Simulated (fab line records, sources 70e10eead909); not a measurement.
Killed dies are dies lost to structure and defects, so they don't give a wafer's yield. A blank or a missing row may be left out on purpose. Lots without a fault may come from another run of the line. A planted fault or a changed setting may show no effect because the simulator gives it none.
A struck lot beside a sound one | flow nand_harc | 15 steps out of a route of 1302
Sound: wafers L726.1, L726.4, L726.6. Struck: wafers L721.2, L721.3, L721.4. The cause comes at the end.
At each step with rows: each side's tool, then ch and its chambers, then its first start. Under that, the readings that differ: sound wafers | struck wafers | difference of the means | sigmas: that difference in standard deviations of wafers without a fault.
alike: readings whose means differ by less than 2 such deviations, and words and numbers that are the same on both sides. not compared: withheld readings, readings that some wafer has no value for, bounds like >300 that may hide the same value, and numbers for which the record gives no deviation and whose values overlap.
The two part at a step that has a row with sigmas, a row that says differs or no value, or rows on one side only. Numbers that don't overlap but have no deviation are shown without sigmas and don't part them. A reading that every wafer of one side lacks parts them only if that side has two wafers or more.

first, 2 steps without rows for these wafers: NHARC_P_GATE_PEB_09 (peb time 85 s); NHARC_P_GATE_DEVELOP_10 (time 70 s).
NHARC_P_GATE_CD_MEAS_11: target cd 1640 nm.
  sound on cd_sem-02 ch 0, day 12 15:29; struck on cd_sem-01 ch 0, day 10 21:51
  alike: cd_nm
then, 1 step without rows for these wafers: NHARC_P_GATE_HARDBAKE_12 (time 80 s).
NHARC_P_GATE_DESCUM_13: chemistry O2, time 3 s.
  sound on rie_diel-09 ch 0,3, day 12 15:40; struck on rie_diel-10 ch 0,2,3, day 10 22:01
  alike: drypump_motor_current_A, oes_product_au, rf_vpp_V, showerhead_plenum_p_Torr, throttle_valve_pct
  not compared: rf_hours_counter_h
then, 6 steps without rows for these wafers: NHARC_P_GATE_ETCH_14 (etches SiO2 in dHF, target depth 48.8 nm); NHARC_P_GATE_STRIP_15 (strips in SPM, time 780 s); NHARC_P_GATE_PRECLEAN_71 (cleans in SC1); NHARC_P_GATE_SRD_72; NHARC_P_GATE_OXIDE_16 (material SiO2, target thk 3 nm, ox time 392 s); NHARC_P_GATE_CVD_17 (deposits poly-Si, target thk 150 nm, time 900 s).
NHARC_P_GATE_HM_DEP_102: deposits aC, target thk 120 nm.
  sound on acl_dep-03 ch 0, day 13 07:23; struck on acl_dep-03 ch 0, day 11 18:26
  alike: throttle_valve_pct
NHARC_P_GATE_DEP_103: deposits SiON, target thk 30 nm.
  sound on pecvd-03 ch 0,1,2, day 13 08:05; struck on pecvd-04 ch 0,1, day 11 19:21
  alike: heater_power_w
then, 1 step without rows for these wafers: NHARC_P_GATE_DEHYDRATE_18 (time 120 s).
-- the record jumps here: 20 days lie between the struck wafers' starts before and after (it left off in module P_GATE and takes up again in module END, whose first step shown is number 1302 of the route) --
NHARC_END_SORT_01:
  sound on prober-01 ch 0, day 32 21:13; struck on prober-01 ch 0, day 31 20:22
  reading      | sound | struck | difference | sigmas
  killed_short | 1 0 3 | 3 6 6  | +4         | +2
  alike: killed_at_array, killed_at_other, killed_at_periphery, killed_dies, killed_open

WHERE THEY PART
Only at NHARC_END_SORT_01, within this record.

WHY: what the simulator had put in
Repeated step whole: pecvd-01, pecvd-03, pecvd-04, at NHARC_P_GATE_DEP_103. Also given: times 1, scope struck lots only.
